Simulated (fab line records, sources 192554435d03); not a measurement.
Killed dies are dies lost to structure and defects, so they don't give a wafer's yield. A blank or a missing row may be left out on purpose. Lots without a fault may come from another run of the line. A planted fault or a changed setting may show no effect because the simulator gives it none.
Which tool did it? | flow n5_finfet | 24 lots, 72 wafers sampled, at 6 steps of a route of 1938

WHAT THE GAUGES READ, wafer by wafer
The record holds no reading of a measuring or inspecting step that can be judged against a usual standard deviation.

WHICH TOOL RAN EACH LOT (tool, then ch and the chambers of the sampled wafers, then the start)
lot  | N5_BEOL_M1_ANNEAL_49         | N5_BEOL_M1_ANNEAL_82         | N5_BEOL_M1_ANNEAL_91         | N5_BEOL_M1_ANNEAL_93         | N5_BEOL_M1_DEP_57               | N5_BEOL_M2_ILD_DEP_00
L075 | pvd_sputter-02, day 6 13:38  | pvd_sputter-02, day 6 14:05  | pvd_sputter-02, day 6 14:44  | pvd_sputter-02, day 6 14:58  | pecvd-03 ch 0,1, day 6 16:21    | pecvd-02 ch 0,1, day 6 16:29
L074 | pvd_sputter-02, day 6 16:56  | pvd_sputter-02, day 6 17:23  | pvd_sputter-02, day 6 18:02  | pvd_sputter-02, day 6 18:16  | pecvd-02 ch 0,2, day 6 19:42    | pecvd-01 ch 0,2, day 6 19:50
L076 | pvd_sputter-03, day 6 22:34  | pvd_sputter-03, day 6 23:00  | pvd_sputter-03, day 6 23:40  | pvd_sputter-03, day 6 23:53  | pecvd-03 ch 0,1,2, day 7 02:25  | pecvd-02 ch 1,2, day 7 02:33
L077 | pvd_sputter-01, day 7 04:01  | pvd_sputter-01, day 7 04:28  | pvd_sputter-01, day 7 05:07  | pvd_sputter-01, day 7 05:20  | pecvd-02 ch 0,1,2, day 7 06:42  | pecvd-02 ch 0,1,2, day 7 06:50
L079 | pvd_sputter-03, day 7 15:04  | pvd_sputter-03, day 7 15:31  | pvd_sputter-03, day 7 16:10  | pvd_sputter-03, day 7 16:23  | pecvd-03 ch 1,2, day 7 17:44    | pecvd-04 ch 0,1, day 7 17:52
L078 | pvd_sputter-03, day 7 18:52  | pvd_sputter-03, day 7 19:19  | pvd_sputter-03, day 7 19:58  | pvd_sputter-03, day 7 20:11  | pecvd-04 ch 1,2, day 7 21:32    | pecvd-01 ch 0,1,2, day 7 21:40
L080 | pvd_sputter-03, day 7 20:43  | pvd_sputter-03, day 7 21:09  | pvd_sputter-03, day 7 21:49  | pvd_sputter-03, day 7 22:02  | pecvd-03 ch 0,2, day 7 23:31    | pecvd-04 ch 0,1, day 7 23:40
L081 | pvd_sputter-01, day 8 06:34  | pvd_sputter-01, day 8 07:00  | pvd_sputter-01, day 8 07:40  | pvd_sputter-01, day 8 07:53  | pecvd-03 ch 0,1,2, day 8 09:14  | pecvd-01 ch 1,2, day 8 09:22
L082 | pvd_sputter-02, day 8 11:31  | pvd_sputter-02, day 8 11:58  | pvd_sputter-02, day 8 12:37  | pvd_sputter-02, day 8 12:50  | pecvd-03 ch 1,2, day 8 14:18    | pecvd-04 ch 0,1,2, day 8 14:26
L083 | pvd_sputter-03, day 8 17:08  | pvd_sputter-03, day 8 17:34  | pvd_sputter-03, day 8 18:14  | pvd_sputter-03, day 8 18:27  | pecvd-02 ch 1,2, day 8 19:47    | pecvd-04 ch 0,2, day 8 19:55
L084 | pvd_sputter-03, day 9 06:16  | pvd_sputter-03, day 9 06:42  | pvd_sputter-03, day 9 07:22  | pvd_sputter-03, day 9 07:35  | pecvd-04 ch 0,1, day 9 09:32    | pecvd-01 ch 0,2, day 9 09:40
L087 | pvd_sputter-03, day 9 21:19  | pvd_sputter-03, day 9 21:46  | pvd_sputter-03, day 9 22:25  | pvd_sputter-03, day 9 22:38  | pecvd-03 ch 0,2, day 9 23:59    | pecvd-02 ch 0,1, day 10 00:07
L085 | pvd_sputter-02, day 10 02:29 | pvd_sputter-02, day 10 02:55 | pvd_sputter-02, day 10 03:35 | pvd_sputter-02, day 10 03:48 | pecvd-02 ch 0,1,2, day 10 05:08 | pecvd-04 ch 0,1, day 10 05:16
L086 | pvd_sputter-03, day 10 04:38 | pvd_sputter-03, day 10 05:05 | pvd_sputter-03, day 10 05:44 | pvd_sputter-03, day 10 05:58 | pecvd-04 ch 1, day 10 07:19     | pecvd-01 ch 1,2, day 10 07:28
L088 | pvd_sputter-03, day 10 15:51 | pvd_sputter-03, day 10 16:17 | pvd_sputter-03, day 10 16:57 | pvd_sputter-03, day 10 17:10 | pecvd-03 ch 1,2, day 10 18:31   | pecvd-04 ch 1,2, day 10 18:38
L089 | pvd_sputter-01, day 10 15:59 | pvd_sputter-01, day 10 16:25 | pvd_sputter-01, day 10 17:05 | pvd_sputter-01, day 10 17:18 | pecvd-02 ch 0,1, day 10 18:38   | pecvd-02 ch 1,2, day 10 18:46
L091 | pvd_sputter-02, day 10 16:15 | pvd_sputter-02, day 10 16:41 | pvd_sputter-02, day 10 17:21 | pvd_sputter-02, day 10 17:34 | pecvd-02 ch 0,1,2, day 10 18:55 | pecvd-04 ch 1,2, day 10 19:02
L090 | pvd_sputter-02, day 10 19:27 | pvd_sputter-02, day 10 19:53 | pvd_sputter-02, day 10 20:33 | pvd_sputter-02, day 10 20:46 | pecvd-03 ch 0,1,2, day 10 22:07 | pecvd-04 ch 1,2, day 10 22:14
L092 | pvd_sputter-03, day 11 00:19 | pvd_sputter-03, day 11 00:46 | pvd_sputter-03, day 11 01:25 | pvd_sputter-03, day 11 01:38 | pecvd-02 ch 0,2, day 11 02:59   | pecvd-04 ch 1,2, day 11 03:07
L093 | pvd_sputter-02, day 11 03:25 | pvd_sputter-02, day 11 03:51 | pvd_sputter-02, day 11 04:31 | pvd_sputter-02, day 11 04:44 | pecvd-03 ch 0,2, day 11 06:04   | pecvd-04 ch 0,2, day 11 06:12
L094 | pvd_sputter-03, day 11 08:31 | pvd_sputter-03, day 11 08:58 | pvd_sputter-03, day 11 09:37 | pvd_sputter-03, day 11 09:50 | pecvd-02 ch 1,2, day 11 11:11   | pecvd-02 ch 0,1, day 11 11:19
L095 | pvd_sputter-01, day 11 14:22 | pvd_sputter-01, day 11 14:48 | pvd_sputter-01, day 11 15:28 | pvd_sputter-01, day 11 15:41 | pecvd-02 ch 0,1,2, day 11 17:24 | pecvd-04 ch 0,2, day 11 17:32
L096 | pvd_sputter-02, day 11 22:20 | pvd_sputter-02, day 11 22:46 | pvd_sputter-02, day 11 23:26 | pvd_sputter-02, day 11 23:39 | pecvd-04 ch 1,2, day 12 01:22   | pecvd-02 ch 0,1,2, day 12 01:30
L097 | pvd_sputter-01, day 12 09:29 | pvd_sputter-01, day 12 09:56 | pvd_sputter-01, day 12 10:35 | pvd_sputter-01, day 12 10:49 | pecvd-02 ch 1, day 12 12:42     | pecvd-04 ch 1,2, day 12 12:50
- N5_BEOL_M1_ANNEAL_49: time 240 s.
- N5_BEOL_M1_ANNEAL_82: time 240 s.
- N5_BEOL_M1_ANNEAL_91: time 240 s.
- N5_BEOL_M1_ANNEAL_93: time 240 s.
- N5_BEOL_M1_DEP_57: deposits SiCN from 3MS/NH3, target thk 8 nm, time 14 s.
- N5_BEOL_M2_ILD_DEP_00: deposits SiOC from DEMS/O2, target thk 79 nm, time 15.3 s.

WHAT THE TOOLS THEMSELVES READ (means of the sampled wafers that have a number; where no wafer has one, the mark that the record gives instead)
N5_BEOL_M1_ANNEAL_49.
lot  | tool           | heater_power_w (W)
L075 | pvd_sputter-02 | 756
L074 | pvd_sputter-02 | 778
L076 | pvd_sputter-03 | 833
L077 | pvd_sputter-01 | 814
L079 | pvd_sputter-03 | 815
L078 | pvd_sputter-03 | 816
L080 | pvd_sputter-03 | 813
L081 | pvd_sputter-01 | 811
L082 | pvd_sputter-02 | 794
L083 | pvd_sputter-03 | 810
L084 | pvd_sputter-03 | 841
L087 | pvd_sputter-03 | 852
L085 | pvd_sputter-02 | 832
L086 | pvd_sputter-03 | 809
L088 | pvd_sputter-03 | 837
L089 | pvd_sputter-01 | 799
L091 | pvd_sputter-02 | 818
L090 | pvd_sputter-02 | 773
L092 | pvd_sputter-03 | 850
L093 | pvd_sputter-02 | 832
L094 | pvd_sputter-03 | 849
L095 | pvd_sputter-01 | 797
L096 | pvd_sputter-02 | 779
L097 | pvd_sputter-01 | 850

N5_BEOL_M1_ANNEAL_82.
lot  | tool           | heater_power_w (W)
L075 | pvd_sputter-02 | 751
L074 | pvd_sputter-02 | 775
L076 | pvd_sputter-03 | 841
L077 | pvd_sputter-01 | 802
L079 | pvd_sputter-03 | 807
L078 | pvd_sputter-03 | 822
L080 | pvd_sputter-03 | 808
L081 | pvd_sputter-01 | 826
L082 | pvd_sputter-02 | 791
L083 | pvd_sputter-03 | 822
L084 | pvd_sputter-03 | 842
L087 | pvd_sputter-03 | 857
L085 | pvd_sputter-02 | 830
L086 | pvd_sputter-03 | 810
L088 | pvd_sputter-03 | 825
L089 | pvd_sputter-01 | 794
L091 | pvd_sputter-02 | 837
L090 | pvd_sputter-02 | 775
L092 | pvd_sputter-03 | 876
L093 | pvd_sputter-02 | 810
L094 | pvd_sputter-03 | 837
L095 | pvd_sputter-01 | 793
L096 | pvd_sputter-02 | 771
L097 | pvd_sputter-01 | 848

N5_BEOL_M1_ANNEAL_91.
lot  | tool           | heater_power_w (W)
L075 | pvd_sputter-02 | 755
L074 | pvd_sputter-02 | 751
L076 | pvd_sputter-03 | 848
L077 | pvd_sputter-01 | 795
L079 | pvd_sputter-03 | 815
L078 | pvd_sputter-03 | 810
L080 | pvd_sputter-03 | 800
L081 | pvd_sputter-01 | 813
L082 | pvd_sputter-02 | 789
L083 | pvd_sputter-03 | 824
L084 | pvd_sputter-03 | 823
L087 | pvd_sputter-03 | 851
L085 | pvd_sputter-02 | 836
L086 | pvd_sputter-03 | 818
L088 | pvd_sputter-03 | 825
L089 | pvd_sputter-01 | 804
L091 | pvd_sputter-02 | 824
L090 | pvd_sputter-02 | 764
L092 | pvd_sputter-03 | 845
L093 | pvd_sputter-02 | 825
L094 | pvd_sputter-03 | 858
L095 | pvd_sputter-01 | 804
L096 | pvd_sputter-02 | 770
L097 | pvd_sputter-01 | 846

N5_BEOL_M1_ANNEAL_93.
lot  | tool           | heater_power_w (W)
L075 | pvd_sputter-02 | 754
L074 | pvd_sputter-02 | 777
L076 | pvd_sputter-03 | 847
L077 | pvd_sputter-01 | 799
L079 | pvd_sputter-03 | 807
L078 | pvd_sputter-03 | 833
L080 | pvd_sputter-03 | 817
L081 | pvd_sputter-01 | 817
L082 | pvd_sputter-02 | 792
L083 | pvd_sputter-03 | 824
L084 | pvd_sputter-03 | 827
L087 | pvd_sputter-03 | 837
L085 | pvd_sputter-02 | 839
L086 | pvd_sputter-03 | 808
L088 | pvd_sputter-03 | 838
L089 | pvd_sputter-01 | 790
L091 | pvd_sputter-02 | 822
L090 | pvd_sputter-02 | 768
L092 | pvd_sputter-03 | 853
L093 | pvd_sputter-02 | 815
L094 | pvd_sputter-03 | 852
L095 | pvd_sputter-01 | 799
L096 | pvd_sputter-02 | 781
L097 | pvd_sputter-01 | 846

N5_BEOL_M1_DEP_57.
lot  | tool     | showerhead_plenum_p_Torr (Torr) | throttle_valve_pct (%)
L075 | pecvd-03 | 3.662                           | 9.0
L074 | pecvd-02 | 3.666                           | 9.5
L076 | pecvd-03 | 3.664                           | 8.8
L077 | pecvd-02 | 3.664                           | 9.3
L079 | pecvd-03 | 3.653                           | 8.6
L078 | pecvd-04 | 3.685                           | 9.6
L080 | pecvd-03 | 3.655                           | 8.5
L081 | pecvd-03 | 3.658                           | 8.7
L082 | pecvd-03 | 3.658                           | 9.0
L083 | pecvd-02 | 3.654                           | 9.0
L084 | pecvd-04 | 3.664                           | 9.6
L087 | pecvd-03 | 3.655                           | 8.7
L085 | pecvd-02 | 3.659                           | 9.4
L086 | pecvd-04 | 3.666                           | 9.1
L088 | pecvd-03 | 3.651                           | 9.0
L089 | pecvd-02 | 3.672                           | 9.4
L091 | pecvd-02 | 3.660                           | 9.4
L090 | pecvd-03 | 3.661                           | 8.7
L092 | pecvd-02 | 3.666                           | 9.4
L093 | pecvd-03 | 3.657                           | 8.5
L094 | pecvd-02 | 3.665                           | 9.4
L095 | pecvd-02 | 3.662                           | 9.4
L096 | pecvd-04 | 3.674                           | 9.1
L097 | pecvd-02 | 3.668                           | 9.6

N5_BEOL_M2_ILD_DEP_00.
lot  | tool     | heater_power_w (W) | showerhead_plenum_p_Torr (Torr) | throttle_valve_pct (%)
L075 | pecvd-02 | 470                | 5.697                           | 12.6
L074 | pecvd-01 | 478                | 5.703                           | 12.2
L076 | pecvd-02 | 460                | 5.679                           | 12.2
L077 | pecvd-02 | 516                | 5.712                           | 12.3
L079 | pecvd-04 | 506                | 5.700                           | 12.2
L078 | pecvd-01 | 475                | 5.702                           | 12.3
L080 | pecvd-04 | 480                | 5.700                           | 12.4
L081 | pecvd-01 | 479                | 5.710                           | 12.0
L082 | pecvd-04 | 475                | 5.706                           | 12.5
L083 | pecvd-04 | 500                | 5.710                           | 12.7
L084 | pecvd-01 | 518                | 5.699                           | 11.7
L087 | pecvd-02 | 568                | 5.701                           | 12.7
L085 | pecvd-04 | 477                | 5.693                           | 12.7
L086 | pecvd-01 | 465                | 5.700                           | 12.3
L088 | pecvd-04 | 492                | 5.706                           | 11.9
L089 | pecvd-02 | 506                | 5.694                           | 12.3
L091 | pecvd-04 | 502                | 5.699                           | 11.8
L090 | pecvd-04 | 529                | 5.703                           | 12.0
L092 | pecvd-04 | 525                | 5.710                           | 11.9
L093 | pecvd-04 | 505                | 5.688                           | 12.4
L094 | pecvd-02 | 587                | 5.702                           | 12.8
L095 | pecvd-04 | 490                | 5.708                           | 11.9
L096 | pecvd-02 | 555                | 5.693                           | 12.3
L097 | pecvd-04 | 536                | 5.709                           | 11.6

THE ANSWER, worked out from the rows above alone
Rule: what is usual is taken from the lots themselves. Put in order of their means at a reading, lots are off if they are a third of the lots or fewer, leave a main group of 4 or more, and stand apart from it by a gap of 3 or more times the standard deviation of the main group's means; of several such gaps the widest counts. A main group whose means are all the same, to the digits that the tables above print for the reading, isn't used. A lot without any number at a reading at which 4 lots or more have one is off too. The other lots that the step has rows for count as sound. The gauges are gone through in route order, then the tools' own readings, and for those a lot's mean is taken as printed above. The first step at which some lot is off is used, and at that step the reading that is off furthest; a lot without a number counts as furthest.
No lot is off at any reading shown: from this, nothing can be told.

WHAT THE SIMULATOR HAD PUT IN
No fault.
